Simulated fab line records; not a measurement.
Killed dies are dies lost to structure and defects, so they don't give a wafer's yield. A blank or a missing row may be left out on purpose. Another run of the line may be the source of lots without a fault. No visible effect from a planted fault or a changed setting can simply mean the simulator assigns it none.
fab line records	flow n5-finfet	part 1 of 2: steps 1 to 17 of 28
[record] lots = 5	wafers = 15	last-day = 18
route steps=1938 shown BEOL_M5@1145
lots with no fault: from the same line, run without faults
start-h: hours from the record's opening day to when the first of the lot's shown wafers began	wait-h: how many hours have passed since the lot's step before this one	" same as the row above	L1.1+2: one row covering several wafers at once	- no value present, or no start provided	* or withheld: withheld	< > ~ a bound
route shown NAME@n: names a module that has steps shown in the file, with the first one's number in the route	usual: mean/standard deviation of fault-free wafers	same: alike in all rows	chamber/n: place in a boat	sites: the reading at each site	_std_site: standard deviation of those values	_edge_site: mean of outer sites minus mean of inner sites	radius-mm: for every site, how far away it sits from the centre of the wafer	mask NAME#n: copy n	behind: the most recent tool/chamber to have shaped the wafer	hold: what put the lot on hold/how long, in hours/how the hold closed	device: whichever transistor did not switch (one of n, p or np)	end of line: the same wafers' tests at the end of the route	a step with no rows: only its recipe	killed: dies that structure and defects cost at the first sort, which is not the same as the wafer's yield	map: per-die view of a wafer (x killed, . not killed, _ where there is no die)
set.NAME: the setting the step ran with; set.NAME@STEP: the setting that earlier step ran with	model.NAME: the simulator's own value behind a step, which no gauge read
lots seen at some steps along the route; tables by step, rows by wafer
services: when a tool's chamber went out of use (start-h, in hours from the record's first day, below 0 if earlier), for how many hours, and the reason
[[steps]]
[step N5_BEOL_M5_EXPOSE_25]
[recipe] mask-id = V4	na = 0.33	source-shape = quasar	sigma-inner = 0.2	sigma-outer = 0.6	polarization = unpolarized	defocus-nm = 10	dose-mj = 52.75
[same] na = 0.33
lot.wafer	tool	chamber	start-h	wait-h	mask
L075.1+3+5	euv-scanner-02	0	163.99	-	V4#0
L090.1+2+5	euv-scanner-01	0	277.15	-	V4#0
L092.2+5+6	euv-scanner-02	0	301.26	-	V4#0
L095.1+2+4	euv-scanner-01	0	311.16	-	V4#0
L097.2+3+4	euv-scanner-01	0	332.29	-	V4#0
[step N5_BEOL_M5_PEB_26]
[recipe] peb-temp-c = 100	peb-time-s = 60	resist = CAR-EUV
[usual] resist-line-temp-C = 22.99/0.1
lot.wafer	tool	chamber	start-h	wait-h	resist-line-temp-C
L075.1	litho-track-01	0	164.06	0.1	23.08
L075.3	"	0	"	"	23.08
L075.5	"	0	"	"	22.99
L090.1	litho-track-01	0	277.22	0.1	22.94
L090.2	"	0	"	"	22.84
L090.5	"	0	"	"	22.85
L092.2	litho-track-01	0	301.32	0.1	23.20
L092.5	"	0	"	"	23.15
L092.6	"	0	"	"	23.07
L095.1	litho-track-02	0	311.23	0.1	23.16
L095.2	"	0	"	"	22.93
L095.4	"	0	"	"	22.99
L097.2	litho-track-01	0	332.36	0.1	22.79
L097.3	"	0	"	"	22.96
L097.4	"	0	"	"	22.80
[step N5_BEOL_M5_DEVELOP_27]
[recipe] develop-time-s = 30	developer = TMAH	resist = CAR-EUV	rinse-liquid = surfactant-rinse	dry = air-spin	dev-temp-c = 23
[usual] resist-line-temp-C = 23.02/0.11
lot.wafer	tool	chamber	start-h	wait-h	resist-line-temp-C
L075.1	litho-track-01	0	-	-	22.81
L075.3	"	0	"	"	22.85
L075.5	"	0	"	"	22.88
L090.1	litho-track-01	0	-	-	22.87
L090.2	"	0	"	"	22.91
L090.5	"	0	"	"	23.03
L092.2	litho-track-01	0	-	-	22.94
L092.5	"	0	"	"	22.90
L092.6	"	0	"	"	22.91
L095.1	litho-track-02	0	-	-	23.30
L095.2	"	0	"	"	23.09
L095.4	"	0	"	"	23.00
L097.2	litho-track-01	0	-	-	23.18
L097.3	"	0	"	"	22.97
L097.4	"	0	"	"	23.09
[step N5_BEOL_M5_CD_MEAS_28]
[recipe] target-cd-nm = 30.6	landing-energy-ev = 500	detector = se-inlens	target-cd-y-nm = 20	polarity = opening
[usual] cd-nm = 30.66/0.26
lot.wafer	tool	chamber	start-h	wait-h	cd-nm
L075.1	cd-sem-03	0	164.13	-	30.48
L075.3	"	0	"	"	30.70
L075.5	"	0	"	"	30.57
L090.1	cd-sem-02	0	277.29	-	30.66
L090.2	"	0	"	"	30.91
L090.5	"	0	"	"	30.50
L092.2	cd-sem-01	0	301.39	-	30.91
L092.5	"	0	"	"	30.82
L092.6	"	0	"	"	30.97
L095.1	cd-sem-01	0	311.29	-	30.23
L095.2	"	0	"	"	30.35
L095.4	"	0	"	"	30.96
L097.2	cd-sem-03	0	332.43	-	31.03
L097.3	"	0	"	"	30.38
L097.4	"	0	"	"	30.92
[step N5_BEOL_M5_OVL_MEAS_29]
[recipe] points-per-wafer = 522
[usual] V4_OVL = 0.2/0.66
lot.wafer	tool	chamber	start-h	wait-h	V4_OVL[nm]
L075.1	overlay-02	0	164.16	0.0	0.6
L075.3	"	0	"	"	-0.2
L075.5	"	0	"	"	0.3
L090.1	overlay-01	0	277.32	0.0	0.4
L090.2	"	0	"	"	-0.6
L090.5	"	0	"	"	0.5
L092.2	overlay-01	0	301.42	0.0	-0.5
L092.5	"	0	"	"	0.0
L092.6	"	0	"	"	0.4
L095.1	overlay-01	0	311.33	0.0	-0.5
L095.2	"	0	"	"	-0.5
L095.4	"	0	"	"	0.6
L097.2	overlay-02	0	332.46	0.0	0.0
L097.3	"	0	"	"	0.7
L097.4	"	0	"	"	0.0
[step N5_BEOL_M5_INSPECT_30]
[recipe] mode = adi	inspect-instrument = brightfield
[usual] raw-defect-count = 401/90
lot.wafer	tool	chamber	start-h	wait-h	raw-defect-count
L075.1	defect-inspect-02	-	164.22	0.1	486
L075.3	"	-	"	"	595
L075.5	"	-	"	"	470
L090.1	defect-inspect-01	-	277.38	0.1	412
L090.2	"	-	"	"	390
L090.5	"	-	"	"	292
L092.2	defect-inspect-01	-	301.48	0.0	494
L092.5	"	-	"	"	329
L092.6	"	-	"	"	473
L095.1	defect-inspect-01	-	311.38	0.1	380
L095.2	"	-	"	"	351
L095.4	"	-	"	"	373
L097.2	defect-inspect-02	-	332.52	0.0	439
L097.3	"	-	"	"	291
L097.4	"	-	"	"	266
[step N5_BEOL_M5_DESCUM_33]
[recipe] chemistry = O2	time-s = 7	source-power-w = 50	bias-power-w = 20	pressure-mtorr = 20	rf-frequency-hz = 2.712e+07	temp-c = 40	resist = CAR-EUV	o2-flow-sccm = 225
[usual] drypump-motor-current-A = 5.7/0.49	oes-product-au = 0.77/0.088	rf-vpp-V = 243.0/1.5	showerhead-plenum-p-Torr = 2.09/0.075	throttle-valve-pct = 20.51/0.3
lot.wafer	tool	chamber	start-h	wait-h	drypump-motor-current-A	oes-product-au	rf-hours-counter-h	rf-vpp-V	showerhead-plenum-p-Torr	throttle-valve-pct
L075.1	rie-diel-02	1	164.25	0.0	6.2	0.74	187	242.3	2.06	20.21
L075.3	"	0	"	"	5.3	0.86	31	243.3	2.07	20.56
L075.5	"	2	"	"	5.6	0.73	-	242.0	1.99	20.49
L090.1	rie-diel-02	3	277.41	0.0	5.5	0.84	72	244.1	2.24	20.43
L090.2	"	2	"	"	5.6	0.70	244	241.1	1.99	20.54
L090.5	"	1	"	"	6.2	0.71	-	243.7	2.05	20.26
L092.2	rie-diel-03	3	301.68	0.2	5.1	0.71	238	242.3	2.06	20.66
L092.5	"	2	"	"	5.3	0.97	-	244.9	2.13	20.25
L092.6	"	3	"	"	5.1	0.70	-	242.0	2.06	20.64
L095.1	rie-diel-01	3	311.69	0.3	6.6	0.70	213	243.4	2.17	20.77
L095.2	"	1	"	"	6.6	0.95	6	245.3	2.23	19.87
L095.4	"	2	"	"	5.7	0.95	13	243.0	2.08	20.66
L097.2	rie-diel-01	1	332.90	0.4	6.6	0.94	11	246.7	2.22	19.85
L097.3	"	2	"	"	5.7	0.93	19	242.2	2.07	20.67
L097.4	"	0	"	"	5.6	0.82	79	244.3	2.10	20.08
[step N5_BEOL_M5_ETCH_75]
[recipe] chemistry = N2/H2	target = underlayer	target-depth-a = 65	mask-material = CAR-EUV	time-s = 5.2	ion-energy-ev = 200	pressure-mtorr = 30	source-w = 840	bias-w = 150	n2-flow-sccm = 200	h2-flow-sccm = 200	ends = cleared
[usual] drypump-motor-current-A = 5.7/0.49	etch-rf-on-time-s = 5.16/0.11	n2-flow-sccm = 200.1/0.64	oes-product-au = 0.66/0.074	rf-vpp-V = 523.7/2.9	showerhead-plenum-p-Torr = 2.53/0.087	throttle-valve-pct = 17.9/0.3
lot.wafer	tool	chamber	start-h	wait-h	drypump-motor-current-A	etch-rf-on-time-s	n2-flow-sccm	oes-product-au	rf-hours-counter-h	rf-vpp-V	showerhead-plenum-p-Torr	throttle-valve-pct
L075.1	rie-diel-02	1	164.29	0.0	6.2	5.09	199.7	0.64	187	525.5	2.53	17.9
L075.3	"	0	"	"	5.3	5.41	200.0	0.72	32	521.7	2.49	17.7
L075.5	"	2	"	"	5.6	5.10	199.6	0.62	-	522.6	2.41	17.8
L090.1	rie-diel-02	3	277.45	0.0	5.5	5.23	199.0	0.71	72	528.8	2.65	17.5
L090.2	"	2	"	"	5.6	5.12	199.4	0.60	244	517.9	2.40	17.9
L090.5	"	1	"	"	6.2	5.17	199.4	0.62	-	523.8	2.52	17.9
L092.2	rie-diel-03	3	301.72	0.0	5.1	5.13	201.0	0.60	238	522.8	2.52	18.2
L092.5	"	2	"	"	5.3	5.14	201.1	0.82	-	524.9	2.58	17.5
L092.6	"	3	"	"	5.1	5.12	201.2	0.61	-	523.5	2.52	18.2
L095.1	rie-diel-01	3	311.72	0.0	6.6	5.11	200.8	0.60	213	525.0	2.63	18.3
L095.2	"	1	"	"	6.6	5.02	198.9	0.83	6	527.4	2.70	17.3
L095.4	"	2	"	"	5.7	5.08	199.8	0.81	13	520.5	2.47	17.8
L097.2	rie-diel-01	1	332.94	0.0	6.6	5.05	200.4	0.81	11	527.5	2.70	17.3
L097.3	"	2	"	"	5.7	5.12	200.9	0.80	19	523.9	2.47	17.8
L097.4	"	0	"	"	5.5	5.24	199.9	0.69	79	525.5	2.56	17.5
[step N5_BEOL_M5_ETCH_67]
[recipe] chemistry = CF4	target = SiARC	target-depth-a = 156	mask-material = CAR-EUV	time-s = 26	ion-energy-ev = 80	pressure-mtorr = 40	source-w = 545	bias-w = 36	Ar_flow_sccm = 100	cf4-flow-sccm = 100	ends = cleared
[usual] drypump-motor-current-A = 5.7/0.49	etch-rf-on-time-s = 25.8/0.61	oes-product-au = 0.66/0.075	rf-vpp-V = 184.0/1.2	showerhead-plenum-p-Torr = 2.14/0.073	throttle-valve-pct = 15.67/0.25
lot.wafer	tool	chamber	start-h	wait-h	drypump-motor-current-A	etch-rf-on-time-s	oes-product-au	rf-hours-counter-h	rf-vpp-V	showerhead-plenum-p-Torr	throttle-valve-pct
L075.1	rie-diel-02	1	164.30	0.0	6.2	25.3	0.63	187	182.6	2.13	15.55
L075.3	"	0	"	"	5.3	27.4	0.72	32	184.1	2.11	15.49
L075.5	"	2	"	"	5.6	25.5	0.62	-	183.1	2.03	15.64
L090.1	rie-diel-02	3	277.46	0.0	5.5	26.3	0.72	72	186.3	2.24	15.33
L090.2	"	2	"	"	5.5	25.8	0.60	244	182.9	2.02	15.71
L090.5	"	1	"	"	6.2	26.1	0.61	-	184.6	2.12	15.61
L092.2	rie-diel-03	3	301.73	0.0	5.0	25.3	0.61	238	183.2	2.10	15.87
L092.5	"	2	"	"	5.3	25.3	0.84	-	183.4	2.19	15.41
L092.6	"	3	"	"	5.0	25.3	0.61	-	184.7	2.10	15.89
L095.1	rie-diel-01	3	311.74	0.0	6.6	26.5	0.59	213	186.1	2.20	15.92
L095.2	"	1	"	"	6.6	24.8	0.84	6	184.1	2.29	15.09
L095.4	"	2	"	"	5.7	25.7	0.81	13	184.2	2.10	15.65
L097.2	rie-diel-01	1	332.95	0.0	6.6	24.9	0.82	11	186.5	2.29	15.11
L097.3	"	2	"	"	5.7	25.9	0.80	19	184.9	2.10	15.65
L097.4	"	0	"	"	5.5	26.2	0.69	79	184.4	2.16	15.43
[step N5_BEOL_M5_ETCH_68]
[recipe] chemistry = N2/H2	target = SOC	target-depth-a = 800	overetch-a = 160	mask-material = SiARC	temp-c = 40	time-s = 120	ion-energy-ev = 200	pressure-mtorr = 30	source-w = 840	bias-w = 150	n2-flow-sccm = 200	h2-flow-sccm = 200
[usual] drypump-motor-current-A = 5.8/0.49	n2-flow-sccm = 200.0/0.61	oes-product-au = 0.59/0.067	rf-vpp-V = 523.6/2.7	showerhead-plenum-p-Torr = 2.53/0.087	throttle-valve-pct = 17.9/0.3
lot.wafer	tool	chamber	start-h	wait-h	drypump-motor-current-A	n2-flow-sccm	oes-product-au	rf-hours-counter-h	rf-vpp-V	showerhead-plenum-p-Torr	throttle-valve-pct
L075.1	rie-diel-02	1	164.33	0.0	6.3	199.4	0.56	187	523.2	2.53	17.8
L075.3	"	0	"	"	5.2	199.4	0.66	32	522.5	2.49	17.7
L075.5	"	2	"	"	5.6	200.7	0.55	-	521.7	2.41	17.8
L090.1	rie-diel-02	3	277.49	0.0	5.5	200.5	0.65	72	528.6	2.65	17.4
L090.2	"	2	"	"	5.6	201.0	0.54	244	520.1	2.40	17.9
L090.5	"	1	"	"	6.2	199.9	0.55	-	523.8	2.52	17.9
L092.2	rie-diel-03	3	301.76	0.0	5.1	199.2	0.54	238	523.0	2.52	18.1
L092.5	"	2	"	"	5.3	199.6	0.74	-	527.0	2.58	17.5
L092.6	"	3	"	"	5.1	199.9	0.54	-	522.5	2.52	18.2
L095.1	rie-diel-01	3	311.77	0.0	6.6	199.9	0.54	213	525.2	2.63	18.2
L095.2	"	1	"	"	6.6	200.5	0.73	6	528.6	2.70	17.2
L095.4	"	2	"	"	5.7	199.8	0.73	13	521.3	2.47	17.7
L097.2	rie-diel-01	1	332.98	0.0	6.6	199.9	0.72	11	528.6	2.70	17.2
L097.3	"	2	"	"	5.7	199.9	0.71	19	522.5	2.47	17.7
L097.4	"	0	"	"	5.5	199.2	0.62	79	523.2	2.56	17.5
[step N5_BEOL_M5_STRIP_69]
[recipe] chemistry = N2/H2	temp-c = 40	n2-flow-sccm = 200	h2-flow-sccm = 200	rf-frequency-hz = 6e+07
lot.wafer	tool	chamber	start-h	wait-h
L075.1+3+5	rie-diel-02	1,0,2	164.41	0.0
L090.1+2+5	rie-diel-02	3,2,1	277.57	0.0
L092.2+5+6	rie-diel-03	3,2,3	301.84	0.0
L095.1+2+4	rie-diel-01	3,1,2	311.85	0.0
L097.2+3+4	rie-diel-01	1,2,0	333.06	0.0
[step N5_BEOL_M5_STRIP_76]
[recipe] chemistry = N2/H2	temp-c = 40	n2-flow-sccm = 200	h2-flow-sccm = 200	rf-frequency-hz = 6e+07
lot.wafer	tool	chamber	start-h	wait-h
L075.1+3+5	rie-diel-02	1,0,2	164.42	0.0
L090.1+2+5	rie-diel-02	3,2,1	277.58	0.0
L092.2+5+6	rie-diel-03	3,2,3	301.85	0.0
L095.1+2+4	rie-diel-01	3,1,2	311.86	0.0
L097.2+3+4	rie-diel-01	1,2,0	333.07	0.0
[step N5_BEOL_M5_VIA_ETCH_34]
[recipe] chemistry = C4F6/O2	target = SiCOH_lowk	target-depth-a = 883	mask-material = SOC	taper-deg = 4	time-s = 39.2	ion-energy-ev = 250	pressure-mtorr = 30	source-w = 345	bias-w = 185	Ar_flow_sccm = 300	C4F6_flow_sccm = 10	O2_flow_sccm = 10
[usual] drypump-motor-current-A = 5.7/0.49	oes_ar_750_au = 0.77/0.088	oes-product-au = 0.77/0.088	rf-vpp-V = 667/25	showerhead-plenum-p-Torr = 2.84/0.11	throttle-valve-pct = 20.94/0.26
lot.wafer	tool	chamber	start-h	wait-h	drypump-motor-current-A	oes_ar_750_au	oes-product-au	rf-hours-counter-h	rf-vpp-V	showerhead-plenum-p-Torr	throttle-valve-pct
L075.1	rie-diel-02	1	164.43	0.0	6.2	0.73	0.74	187	664	2.86	20.94
L075.3	"	0	"	"	5.2	0.84	0.84	32	676	2.79	20.80
L075.5	"	2	"	"	5.6	0.72	0.71	-	679	2.68	20.69
L090.1	rie-diel-02	3	277.59	0.0	5.5	0.84	0.85	72	648	3.02	20.82
L090.2	"	2	"	"	5.6	0.70	0.69	244	677	2.67	20.75
L090.5	"	1	"	"	6.2	0.71	0.71	-	663	2.84	20.99
L092.2	rie-diel-03	3	301.86	0.0	5.1	0.71	0.71	238	673	2.77	20.89
L092.5	"	2	"	"	5.3	0.96	0.97	-	645	2.92	20.81
L092.6	"	3	"	"	5.1	0.70	0.71	-	672	2.77	20.89
L095.1	rie-diel-01	3	311.87	0.0	6.6	0.68	0.70	213	718	2.95	21.24
L095.2	"	1	"	"	6.6	0.98	0.97	6	630	3.04	20.38
L095.4	"	2	"	"	5.7	0.94	0.96	13	704	2.79	20.94
L097.2	rie-diel-01	1	333.08	0.0	6.6	0.97	0.96	11	630	3.04	20.38
L097.3	"	2	"	"	5.7	0.93	0.94	19	703	2.79	20.94
L097.4	"	0	"	"	5.5	0.82	0.82	79	666	2.87	20.66
[step N5_BEOL_M5_STRIP_85]
[recipe] chemistry = C4F6/O2	resist = SiARC	rf-frequency-hz = 6e+07
lot.wafer	tool	chamber	start-h	wait-h
L075.1+3+5	rie-diel-02	1,0,2	164.47	0.0
L090.1+2+5	rie-diel-02	3,2,1	277.63	0.0
L092.2+5+6	rie-diel-03	3,2,3	301.90	0.0
L095.1+2+4	rie-diel-01	3,1,2	311.90	0.0
L097.2+3+4	rie-diel-01	1,2,0	333.12	0.0
[step N5_BEOL_M5_STRIP_36]
[recipe] chemistry = N2/H2	power-w = 450	temp-c = 40	pressure-mtorr = 20	rf-frequency-hz = 6e+07	overash-fraction = 0.3	bias-power-w = 7	h2-frac = 0.5	n2-flow-sccm = 200	h2-flow-sccm = 200
[usual] drypump-motor-current-A = 5.7/0.49	n2-flow-sccm = 200.0/0.59	oes-product-au = 0.77/0.089	rf-vpp-V = 59.3/1.4	showerhead-plenum-p-Torr = 2.53/0.087	throttle-valve-pct = 23.7/0.33
lot.wafer	tool	chamber	start-h	wait-h	drypump-motor-current-A	n2-flow-sccm	oes-product-au	rf-hours-counter-h	rf-vpp-V	showerhead-plenum-p-Torr	throttle-valve-pct
L075.1	rie-diel-02	1	164.48	0.0	6.2	200.1	0.74	187	60.6	2.53	23.7
L075.3	"	0	"	"	5.3	199.4	0.87	32	59.6	2.48	23.7
L075.5	"	2	"	"	5.6	200.3	0.72	-	59.3	2.41	23.6
L090.1	rie-diel-02	3	277.64	0.0	5.5	200.4	0.84	72	58.6	2.65	23.3
L090.2	"	2	"	"	5.6	199.7	0.71	244	60.3	2.39	23.6
L090.5	"	1	"	"	6.2	201.2	0.71	-	59.0	2.52	23.7
L092.2	rie-diel-03	3	301.91	0.0	5.1	199.7	0.71	238	59.0	2.51	23.9
L092.5	"	2	"	"	5.3	200.1	0.97	-	57.3	2.58	23.3
L092.6	"	3	"	"	5.1	200.1	0.70	-	60.8	2.51	23.8
L095.1	rie-diel-01	3	311.91	0.0	6.6	200.0	0.71	213	59.2	2.63	24.1
L095.2	"	1	"	"	6.6	199.0	0.93	6	60.5	2.70	23.1
L095.4	"	2	"	"	5.7	199.9	0.95	13	58.3	2.47	23.5
L097.2	rie-diel-01	1	333.13	0.0	6.6	200.1	0.93	11	58.4	2.70	23.2
L097.3	"	2	"	"	5.7	200.2	0.94	19	59.1	2.46	23.5
L097.4	"	0	"	"	5.6	199.7	0.81	79	58.2	2.56	23.2
[step N5_BEOL_M5_TRENCH_ETCH_37]
[recipe] chemistry = C4F6/O2	target-depth-a = 716.52	target = SiCOH_lowk	time-s = 24.7	ion-energy-ev = 250	pressure-mtorr = 30	source-w = 345	bias-w = 185	Ar_flow_sccm = 300	C4F6_flow_sccm = 10	O2_flow_sccm = 10
[usual] drypump-motor-current-A = 5.7/0.49	oes_ar_750_au = 0.77/0.088	oes-product-au = 0.77/0.088	rf-vpp-V = 667/25	showerhead-plenum-p-Torr = 2.84/0.11	throttle-valve-pct = 20.98/0.26
lot.wafer	tool	chamber	start-h	wait-h	drypump-motor-current-A	oes_ar_750_au	oes-product-au	rf-hours-counter-h	rf-vpp-V	showerhead-plenum-p-Torr	throttle-valve-pct
L075.1	rie-diel-02	1	-	-	6.3	0.73	0.74	187	663	2.86	20.98
L075.3	"	0	"	"	5.3	0.83	0.85	32	677	2.79	20.84
L075.5	"	2	"	"	5.6	0.72	0.73	-	677	2.68	20.75
L090.1	rie-diel-02	3	-	-	5.5	0.85	0.84	72	646	3.02	20.85
L090.2	"	2	"	"	5.6	0.69	0.70	244	678	2.67	20.78
L090.5	"	1	"	"	6.2	0.72	0.72	-	663	2.85	21.04
L092.2	rie-diel-03	3	-	-	5.1	0.71	0.70	238	673	2.77	20.93
L092.5	"	2	"	"	5.3	0.97	0.97	-	645	2.92	20.84
L092.6	"	3	"	"	5.1	0.71	0.70	-	674	2.77	20.93
L095.1	rie-diel-01	3	-	-	6.6	0.69	0.70	213	717	2.94	21.27
L095.2	"	1	"	"	6.6	0.98	0.97	6	630	3.04	20.43
L095.4	"	2	"	"	5.7	0.94	0.96	13	701	2.79	20.99
L097.2	rie-diel-01	1	-	-	6.6	0.96	0.95	11	630	3.04	20.44
L097.3	"	2	"	"	5.7	0.92	0.93	19	702	2.79	21.00
L097.4	"	0	"	"	5.5	0.82	0.80	79	667	2.87	20.67
[step N5_BEOL_M5_ETCH_41]
[recipe] chemistry = CH3F/O2	target = SiCN	target-depth-a = 315	taper-deg = 2	time-s = 56.7	ion-energy-ev = 120	mask-material = TiN	pressure-mtorr = 30	source-w = 395	bias-w = 75	Ar_flow_sccm = 150	CH3F_flow_sccm = 30	O2_flow_sccm = 20
[usual] drypump-motor-current-A = 5.7/0.49	oes-product-au = 0.77/0.087	rf-vpp-V = 297.3/1.8	showerhead-plenum-p-Torr = 2.00/0.079	throttle-valve-pct = 16.39/0.26
lot.wafer	tool	chamber	start-h	wait-h	drypump-motor-current-A	oes-product-au	rf-hours-counter-h	rf-vpp-V	showerhead-plenum-p-Torr	throttle-valve-pct
L075.1	rie-diel-02	1	-	-	6.2	0.74	187	295.6	2.00	16.35
L075.3	"	0	"	"	5.3	0.84	32	298.0	1.96	16.19
L075.5	"	2	"	"	5.6	0.73	-	296.3	1.88	16.25
L090.1	rie-diel-02	3	-	-	5.5	0.85	72	300.3	2.12	16.17
L090.2	"	2	"	"	5.6	0.70	244	295.4	1.87	16.32
L090.5	"	1	"	"	6.3	0.72	-	296.6	1.99	16.42
L092.2	rie-diel-03	3	-	-	5.1	0.70	238	297.0	1.95	16.48
L092.5	"	2	"	"	5.2	0.97	-	299.6	2.05	16.15
L092.6	"	3	"	"	5.1	0.70	-	296.3	1.95	16.48
L095.1	rie-diel-01	3	-	-	6.6	0.70	213	297.5	2.07	16.69
L095.2	"	1	"	"	6.6	0.97	6	299.7	2.14	15.76
L095.4	"	2	"	"	5.7	0.94	13	296.0	1.96	16.35
L097.2	rie-diel-01	1	-	-	6.6	0.95	11	299.8	2.14	15.78
L097.3	"	2	"	"	5.7	0.94	19	298.0	1.96	16.36
L097.4	"	0	"	"	5.5	0.82	79	298.8	2.02	16.13
